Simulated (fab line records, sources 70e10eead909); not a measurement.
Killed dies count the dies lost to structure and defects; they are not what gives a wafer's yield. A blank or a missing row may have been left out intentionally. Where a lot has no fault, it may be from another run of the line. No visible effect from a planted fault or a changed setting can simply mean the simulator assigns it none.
Which tool is to blame? || flow nand harc || 10 lots, 30 wafers sampled, at 6 steps of a route of 1302

WHAT EACH GAUGE READ, for each wafer
NHARC_P_GATE_CD_MEAS_46: the cd target is 720 nm.
{"lot": "L982", "measured": "day 5 22:09", "on": "cd sem-01", "cd nm (nm)": "715.4 716.1 715.0"}
{"lot": "L986", "measured": "day 7 07:43", "on": "cd sem-03", "cd nm (nm)": "718.5 716.9 716.0"}
{"lot": "L987", "measured": "day 7 17:00", "on": "cd sem-03", "cd nm (nm)": "716.8 716.0 719.7"}
{"lot": "L991", "measured": "day 9 01:28", "on": "cd sem-01", "cd nm (nm)": "716.5 716.8 719.7"}
{"lot": "L992", "measured": "day 9 16:50", "on": "cd sem-02", "cd nm (nm)": "695.7 700.1 697.8"}
{"lot": "L996", "measured": "day 11 14:57", "on": "cd sem-02", "cd nm (nm)": "717.4 720.8 720.9"}
{"lot": "L101", "measured": "day 13 16:48", "on": "cd sem-01", "cd nm (nm)": "716.1 716.3 719.9"}
{"lot": "L102", "measured": "day 13 20:43", "on": "cd sem-01", "cd nm (nm)": "719.9 721.3 723.4"}
{"lot": "L103", "measured": "day 14 08:16", "on": "cd sem-03", "cd nm (nm)": "719.3 721.6 724.6"}
{"lot": "L105", "measured": "day 14 22:43", "on": "cd sem-02", "cd nm (nm)": "717.3 718.1 717.6"}

NHARC_END_SORT_01.
{"lot": "L982", "measured": "day 24 15:25", "on": "prober-01", "killed at array": "40 51 44", "killed at other": "1 1 0", "killed at periphery": "7 5 10", "killed dies": "48 57 54", "killed open": "3 8 6", "killed short": "4 0 3"}
{"lot": "L986", "measured": "day 25 19:38", "on": "prober-02", "killed at array": "45 50 54", "killed at other": "0 1 2", "killed at periphery": "0 1 2", "killed dies": "45 52 58", "killed open": "2 2 4", "killed short": "0 2 2"}
{"lot": "L987", "measured": "day 26 06:04", "on": "prober-01", "killed at array": "61 53 46", "killed at other": "0 0 0", "killed at periphery": "8 3 7", "killed dies": "69 56 53", "killed open": "4 0 4", "killed short": "8 2 3"}
{"lot": "L991", "measured": "day 28 05:56", "on": "prober-01", "killed at array": "57 66 66", "killed at other": "0 0 0", "killed at periphery": "1 2 2", "killed dies": "58 68 68", "killed open": "3 1 1", "killed short": "2 2 4"}
{"lot": "L992", "measured": "day 28 12:23", "on": "prober-02", "killed at array": "73 84 70", "killed at other": "1 2 2", "killed at periphery": "6 7 6", "killed dies": "80 93 78", "killed open": "6 4 4", "killed short": "3 1 5"}
{"lot": "L996", "measured": "day 30 09:02", "on": "prober-02", "killed at array": "60 47 61", "killed at other": "0 0 2", "killed at periphery": "6 5 5", "killed dies": "66 52 68", "killed open": "5 4 2", "killed short": "3 2 2"}
{"lot": "L101", "measured": "day 32 20:56", "on": "prober-01", "killed at array": "62 51 58", "killed at other": "0 2 0", "killed at periphery": "3 1 4", "killed dies": "65 54 62", "killed open": "3 1 4", "killed short": "3 2 6"}
{"lot": "L102", "measured": "day 32 02:29", "on": "prober-02", "killed at array": "64 81 59", "killed at other": "0 1 1", "killed at periphery": "3 3 3", "killed dies": "67 85 63", "killed open": "1 1 1", "killed short": "1 4 2"}
{"lot": "L103", "measured": "day 33 12:11", "on": "prober-02", "killed at array": "24 32 26", "killed at other": "0 0 0", "killed at periphery": "2 3 3", "killed dies": "26 35 29", "killed open": "1 8 6", "killed short": "2 3 2"}
{"lot": "L105", "measured": "day 34 11:23", "on": "prober-02", "killed at array": "53 68 57", "killed at other": "0 1 1", "killed at periphery": "5 4 4", "killed dies": "58 73 62", "killed open": "3 1 5", "killed short": "2 5 1"}

WHAT TOOL EACH LOT RAN ON (gives the tool, then ch and the chambers of the sampled wafers, and finally the start)
{"lot": "L982", "NHARC_P_GATE_ETCH_104": "rie diel-01 ch 0,1,2, day 5 10:28", "NHARC_P_GATE_STRIP_108": "rie diel-10 ch 0,2,3, day 5 11:02", "NHARC_P_GATE_EXPOSE_43": "krf scanner-01 ch 0, day 5 22:00", "NHARC_P_GATE_DESCUM_48": "rie diel-01 ch 0,3, day 5 22:19"}
{"lot": "L986", "NHARC_P_GATE_ETCH_104": "rie diel-10 ch 0,1, day 6 20:01", "NHARC_P_GATE_STRIP_108": "rie diel-01 ch 0,1,2, day 6 20:32", "NHARC_P_GATE_EXPOSE_43": "krf scanner-02 ch 0, day 7 07:34", "NHARC_P_GATE_DESCUM_48": "rie diel-01 ch 1,2, day 7 07:53"}
{"lot": "L987", "NHARC_P_GATE_ETCH_104": "rie diel-01 ch 0,1,2, day 7 03:11", "NHARC_P_GATE_STRIP_108": "rie diel-13 ch 0,1,3, day 7 03:46", "NHARC_P_GATE_EXPOSE_43": "krf scanner-04 ch 0, day 7 16:51", "NHARC_P_GATE_DESCUM_48": "rie diel-10 ch 0,1,2, day 7 17:10"}
{"lot": "L991", "NHARC_P_GATE_ETCH_104": "rie diel-10 ch 0,1,2, day 8 13:43", "NHARC_P_GATE_STRIP_108": "rie diel-01 ch 0,1,3, day 8 14:16", "NHARC_P_GATE_EXPOSE_43": "krf scanner-01 ch 0, day 9 01:19", "NHARC_P_GATE_DESCUM_48": "rie diel-13 ch 1,2,3, day 9 01:40"}
{"lot": "L992", "NHARC_P_GATE_ETCH_104": "rie diel-13 ch 0,2,3, day 9 04:40", "NHARC_P_GATE_STRIP_108": "rie diel-13 ch 1,2, day 9 05:12", "NHARC_P_GATE_EXPOSE_43": "krf scanner-01 ch 0, day 9 16:41", "NHARC_P_GATE_DESCUM_48": "rie diel-10 ch 0,1, day 9 17:02"}
{"lot": "L996", "NHARC_P_GATE_ETCH_104": "rie diel-13 ch 1,2,3, day 11 03:09", "NHARC_P_GATE_STRIP_108": "rie diel-13 ch 0,1,3, day 11 03:45", "NHARC_P_GATE_EXPOSE_43": "krf scanner-01 ch 0, day 11 14:48", "NHARC_P_GATE_DESCUM_48": "rie diel-01 ch 1,2,3, day 11 15:07"}
{"lot": "L101", "NHARC_P_GATE_ETCH_104": "rie diel-10 ch 2,3, day 13 05:10", "NHARC_P_GATE_STRIP_108": "rie diel-13 ch 1,2,3, day 13 05:42", "NHARC_P_GATE_EXPOSE_43": "krf scanner-01 ch 0, day 13 16:38", "NHARC_P_GATE_DESCUM_48": "rie diel-13 ch 0,2, day 13 16:58"}
{"lot": "L102", "NHARC_P_GATE_ETCH_104": "rie diel-01 ch 0,2,3, day 13 09:03", "NHARC_P_GATE_STRIP_108": "rie diel-01 ch 0,1,3, day 13 09:37", "NHARC_P_GATE_EXPOSE_43": "krf scanner-01 ch 0, day 13 20:33", "NHARC_P_GATE_DESCUM_48": "rie diel-10 ch 0,2,3, day 13 20:52"}
{"lot": "L103", "NHARC_P_GATE_ETCH_104": "rie diel-13 ch 1,2,3, day 13 20:37", "NHARC_P_GATE_STRIP_108": "rie diel-10 ch 2,3, day 13 21:09", "NHARC_P_GATE_EXPOSE_43": "krf scanner-02 ch 0, day 14 08:07", "NHARC_P_GATE_DESCUM_48": "rie diel-01 ch 0,3, day 14 08:26"}
{"lot": "L105", "NHARC_P_GATE_ETCH_104": "rie diel-01 ch 0,1,3, day 14 11:05", "NHARC_P_GATE_STRIP_108": "rie diel-10 ch 0,1,2, day 14 11:37", "NHARC_P_GATE_EXPOSE_43": "krf scanner-04 ch 0, day 14 22:34", "NHARC_P_GATE_DESCUM_48": "rie diel-10 ch 1,3, day 14 22:53"}
- NHARC_P_GATE_ETCH_104: etches the open film in CF4/CHF3, target depth 60 nm.
- NHARC_P_GATE_STRIP_108: strips in O2.
- NHARC_P_GATE_EXPOSE_43: exposes mask P NSD, target cd 720 nm.
- NHARC_P_GATE_DESCUM_48: chemistry O2, time 3 s.

AS READ BY THE TOOLS THEMSELVES (means over the sampled wafers that have a number; for cases with no such wafer, the mark the record gives instead)
NHARC_P_GATE_ETCH_104.
{"lot": "L982", "tool": "rie diel-01", "cf4 flow sccm (sccm)": 100.33, "chamber pressure mTorr (mTorr)": 24.967, "drypump motor current A (A)": 6.2, "oes product au (a.u.)": 0.926, "rf vpp V (V)": 372.1, "showerhead plenum p Torr (Torr)": 1.61, "throttle valve pct (%)": 16.801}
{"lot": "L986", "tool": "rie diel-10", "cf4 flow sccm (sccm)": 99.79, "chamber pressure mTorr (mTorr)": 24.985, "drypump motor current A (A)": 6.0, "oes product au (a.u.)": 0.971, "rf vpp V (V)": 369.9, "showerhead plenum p Torr (Torr)": 1.56, "throttle valve pct (%)": 16.811}
{"lot": "L987", "tool": "rie diel-01", "cf4 flow sccm (sccm)": 100.21, "chamber pressure mTorr (mTorr)": 24.993, "drypump motor current A (A)": 6.2, "oes product au (a.u.)": 0.965, "rf vpp V (V)": 372.5, "showerhead plenum p Torr (Torr)": 1.61, "throttle valve pct (%)": 16.803}
{"lot": "L991", "tool": "rie diel-10", "cf4 flow sccm (sccm)": 100.21, "chamber pressure mTorr (mTorr)": 25.005, "drypump motor current A (A)": 5.9, "oes product au (a.u.)": 0.924, "rf vpp V (V)": 369.5, "showerhead plenum p Torr (Torr)": 1.53, "throttle valve pct (%)": 16.806}
{"lot": "L992", "tool": "rie diel-13", "cf4 flow sccm (sccm)": 100.11, "chamber pressure mTorr (mTorr)": 24.988, "drypump motor current A (A)": 5.9, "oes product au (a.u.)": 0.973, "rf vpp V (V)": 367.5, "showerhead plenum p Torr (Torr)": 1.49, "throttle valve pct (%)": 16.798}
{"lot": "L996", "tool": "rie diel-13", "cf4 flow sccm (sccm)": 100.19, "chamber pressure mTorr (mTorr)": 24.998, "drypump motor current A (A)": 6.2, "oes product au (a.u.)": 0.929, "rf vpp V (V)": 366.8, "showerhead plenum p Torr (Torr)": 1.48, "throttle valve pct (%)": 16.794}
{"lot": "L101", "tool": "rie diel-10", "cf4 flow sccm (sccm)": 100.03, "chamber pressure mTorr (mTorr)": 24.998, "drypump motor current A (A)": 5.8, "oes product au (a.u.)": 0.926, "rf vpp V (V)": 371.7, "showerhead plenum p Torr (Torr)": 1.59, "throttle valve pct (%)": 16.800}
{"lot": "L102", "tool": "rie diel-01", "cf4 flow sccm (sccm)": 99.78, "chamber pressure mTorr (mTorr)": 25.012, "drypump motor current A (A)": 5.9, "oes product au (a.u.)": 0.972, "rf vpp V (V)": 372.5, "showerhead plenum p Torr (Torr)": 1.62, "throttle valve pct (%)": 16.805}
{"lot": "L103", "tool": "rie diel-13", "cf4 flow sccm (sccm)": 100.19, "chamber pressure mTorr (mTorr)": 24.994, "drypump motor current A (A)": 6.2, "oes product au (a.u.)": 0.919, "rf vpp V (V)": 367.2, "showerhead plenum p Torr (Torr)": 1.48, "throttle valve pct (%)": 16.799}
{"lot": "L105", "tool": "rie diel-01", "cf4 flow sccm (sccm)": 99.80, "chamber pressure mTorr (mTorr)": 25.000, "drypump motor current A (A)": 5.8, "oes product au (a.u.)": 0.967, "rf vpp V (V)": 371.9, "showerhead plenum p Torr (Torr)": 1.64, "throttle valve pct (%)": 16.793}

NHARC_P_GATE_STRIP_108.
{"lot": "L982", "tool": "rie diel-10", "chamber pressure mTorr (mTorr)": 60.01, "drypump motor current A (A)": 5.8, "oes product au (a.u.)": 1.004, "rf vpp V (V)": 57.2, "showerhead plenum p Torr (Torr)": 3.46, "throttle valve pct (%)": 17.040}
{"lot": "L986", "tool": "rie diel-01", "chamber pressure mTorr (mTorr)": 60.01, "drypump motor current A (A)": 6.2, "oes product au (a.u.)": 1.013, "rf vpp V (V)": 57.2, "showerhead plenum p Torr (Torr)": 3.61, "throttle valve pct (%)": 17.042}
{"lot": "L987", "tool": "rie diel-13", "chamber pressure mTorr (mTorr)": 59.99, "drypump motor current A (A)": 5.8, "oes product au (a.u.)": 1.005, "rf vpp V (V)": 57.4, "showerhead plenum p Torr (Torr)": 3.34, "throttle valve pct (%)": 17.031}
{"lot": "L991", "tool": "rie diel-01", "chamber pressure mTorr (mTorr)": 59.99, "drypump motor current A (A)": 5.8, "oes product au (a.u.)": 1.014, "rf vpp V (V)": 57.6, "showerhead plenum p Torr (Torr)": 3.67, "throttle valve pct (%)": 17.038}
{"lot": "L992", "tool": "rie diel-13", "chamber pressure mTorr (mTorr)": 60.05, "drypump motor current A (A)": 6.1, "oes product au (a.u.)": 0.999, "rf vpp V (V)": 58.2, "showerhead plenum p Torr (Torr)": 3.32, "throttle valve pct (%)": 17.038}
{"lot": "L996", "tool": "rie diel-13", "chamber pressure mTorr (mTorr)": 59.97, "drypump motor current A (A)": 5.8, "oes product au (a.u.)": 0.998, "rf vpp V (V)": 57.9, "showerhead plenum p Torr (Torr)": 3.34, "throttle valve pct (%)": 17.038}
{"lot": "L101", "tool": "rie diel-13", "chamber pressure mTorr (mTorr)": 60.00, "drypump motor current A (A)": 6.2, "oes product au (a.u.)": 1.003, "rf vpp V (V)": 58.0, "showerhead plenum p Torr (Torr)": 3.32, "throttle valve pct (%)": 17.036}
{"lot": "L102", "tool": "rie diel-01", "chamber pressure mTorr (mTorr)": 59.97, "drypump motor current A (A)": 5.8, "oes product au (a.u.)": 1.010, "rf vpp V (V)": 58.7, "showerhead plenum p Torr (Torr)": 3.67, "throttle valve pct (%)": 17.048}
{"lot": "L103", "tool": "rie diel-10", "chamber pressure mTorr (mTorr)": 60.01, "drypump motor current A (A)": 5.8, "oes product au (a.u.)": 0.998, "rf vpp V (V)": 58.8, "showerhead plenum p Torr (Torr)": 3.57, "throttle valve pct (%)": 17.038}
{"lot": "L105", "tool": "rie diel-10", "chamber pressure mTorr (mTorr)": 60.02, "drypump motor current A (A)": 5.9, "oes product au (a.u.)": 0.998, "rf vpp V (V)": 57.3, "showerhead plenum p Torr (Torr)": 3.43, "throttle valve pct (%)": 17.044}

NHARC_P_GATE_EXPOSE_43.
{"lot": "L982", "tool": "krf scanner-01", "reticle temp C (C)": 22.92}
{"lot": "L986", "tool": "krf scanner-02", "reticle temp C (C)": 22.85}
{"lot": "L987", "tool": "krf scanner-04", "reticle temp C (C)": 22.81}
{"lot": "L991", "tool": "krf scanner-01", "reticle temp C (C)": 22.95}
{"lot": "L992", "tool": "krf scanner-01", "reticle temp C (C)": 23.19}
{"lot": "L996", "tool": "krf scanner-01", "reticle temp C (C)": 22.96}
{"lot": "L101", "tool": "krf scanner-01", "reticle temp C (C)": 22.80}
{"lot": "L102", "tool": "krf scanner-01", "reticle temp C (C)": 23.05}
{"lot": "L103", "tool": "krf scanner-02", "reticle temp C (C)": 23.17}
{"lot": "L105", "tool": "krf scanner-04", "reticle temp C (C)": 22.88}

NHARC_P_GATE_DESCUM_48.
{"lot": "L982", "tool": "rie diel-01", "chamber pressure mTorr (mTorr)": 59.97, "drypump motor current A (A)": 5.4, "oes product au (a.u.)": 1.014, "rf vpp V (V)": 57.8, "showerhead plenum p Torr (Torr)": 2.01, "throttle valve pct (%)": 11.313}
{"lot": "L986", "tool": "rie diel-01", "chamber pressure mTorr (mTorr)": 60.03, "drypump motor current A (A)": 6.5, "oes product au (a.u.)": 1.013, "rf vpp V (V)": 58.5, "showerhead plenum p Torr (Torr)": 1.95, "throttle valve pct (%)": 11.308}
{"lot": "L987", "tool": "rie diel-10", "chamber pressure mTorr (mTorr)": 60.06, "drypump motor current A (A)": 5.9, "oes product au (a.u.)": 0.998, "rf vpp V (V)": 58.2, "showerhead plenum p Torr (Torr)": 1.86, "throttle valve pct (%)": 11.321}
{"lot": "L991", "tool": "rie diel-13", "chamber pressure mTorr (mTorr)": 60.02, "drypump motor current A (A)": 6.2, "oes product au (a.u.)": 0.997, "rf vpp V (V)": 56.9, "showerhead plenum p Torr (Torr)": 1.79, "throttle valve pct (%)": 11.306}
{"lot": "L992", "tool": "rie diel-10", "chamber pressure mTorr (mTorr)": 59.99, "drypump motor current A (A)": 6.0, "oes product au (a.u.)": 0.994, "rf vpp V (V)": 57.2, "showerhead plenum p Torr (Torr)": 1.89, "throttle valve pct (%)": 11.314}
{"lot": "L996", "tool": "rie diel-01", "chamber pressure mTorr (mTorr)": 59.99, "drypump motor current A (A)": 6.1, "oes product au (a.u.)": 1.001, "rf vpp V (V)": 58.3, "showerhead plenum p Torr (Torr)": 1.96, "throttle valve pct (%)": 11.307}
{"lot": "L101", "tool": "rie diel-13", "chamber pressure mTorr (mTorr)": 60.00, "drypump motor current A (A)": 5.4, "oes product au (a.u.)": 0.996, "rf vpp V (V)": 57.5, "showerhead plenum p Torr (Torr)": 1.80, "throttle valve pct (%)": 11.300}
{"lot": "L102", "tool": "rie diel-10", "chamber pressure mTorr (mTorr)": 60.00, "drypump motor current A (A)": 5.8, "oes product au (a.u.)": 0.999, "rf vpp V (V)": 57.4, "showerhead plenum p Torr (Torr)": 1.87, "throttle valve pct (%)": 11.305}
{"lot": "L103", "tool": "rie diel-01", "chamber pressure mTorr (mTorr)": 60.00, "drypump motor current A (A)": 5.6, "oes product au (a.u.)": 1.007, "rf vpp V (V)": 58.9, "showerhead plenum p Torr (Torr)": 2.01, "throttle valve pct (%)": 11.309}
{"lot": "L105", "tool": "rie diel-10", "chamber pressure mTorr (mTorr)": 60.03, "drypump motor current A (A)": 5.9, "oes product au (a.u.)": 1.000, "rf vpp V (V)": 58.4, "showerhead plenum p Torr (Torr)": 1.97, "throttle valve pct (%)": 11.315}

THE ANSWER, worked out from the rows above alone
Rule: the lots themselves supply what counts as usual. The widest of any qualifying gaps counts: lots, ordered by their means at a reading, are off when they make up no more than a third of the lots, leave a main group of 4 or more, and stand apart from it by 3 or more times the standard deviation of that group's means. A main group is skipped when, at the precision printed for the reading in the tables above, its means are all equal. Also off: a lot with no number at a reading for which 4 or more lots have one. Any other lot the step has rows for is counted as sound. After the gauges, taken in route order, come the tools' own readings; for these a lot's mean is taken, as printed above. At the first step where some lot is off, the reading lying furthest off is the one used; lots without a number count as furthest.
Off at NHARC_P_GATE_CD_MEAS_46 (cd nm): L992. For the main group the mean is 718.4 nm and the standard deviation 2.
If a tool, at a process step before that reading, ran all the lots that are off and no sound lot after the first of them, it fits. The gauges at NHARC_P_GATE_CD_MEAS_46 aren't tried: what is off there is off at NHARC_P_GATE_STRIP_108 too, on other tools, and a gauge's error can't cause that. Of those tried, none fits.

WHAT THE SIMULATOR HAD INSERTED
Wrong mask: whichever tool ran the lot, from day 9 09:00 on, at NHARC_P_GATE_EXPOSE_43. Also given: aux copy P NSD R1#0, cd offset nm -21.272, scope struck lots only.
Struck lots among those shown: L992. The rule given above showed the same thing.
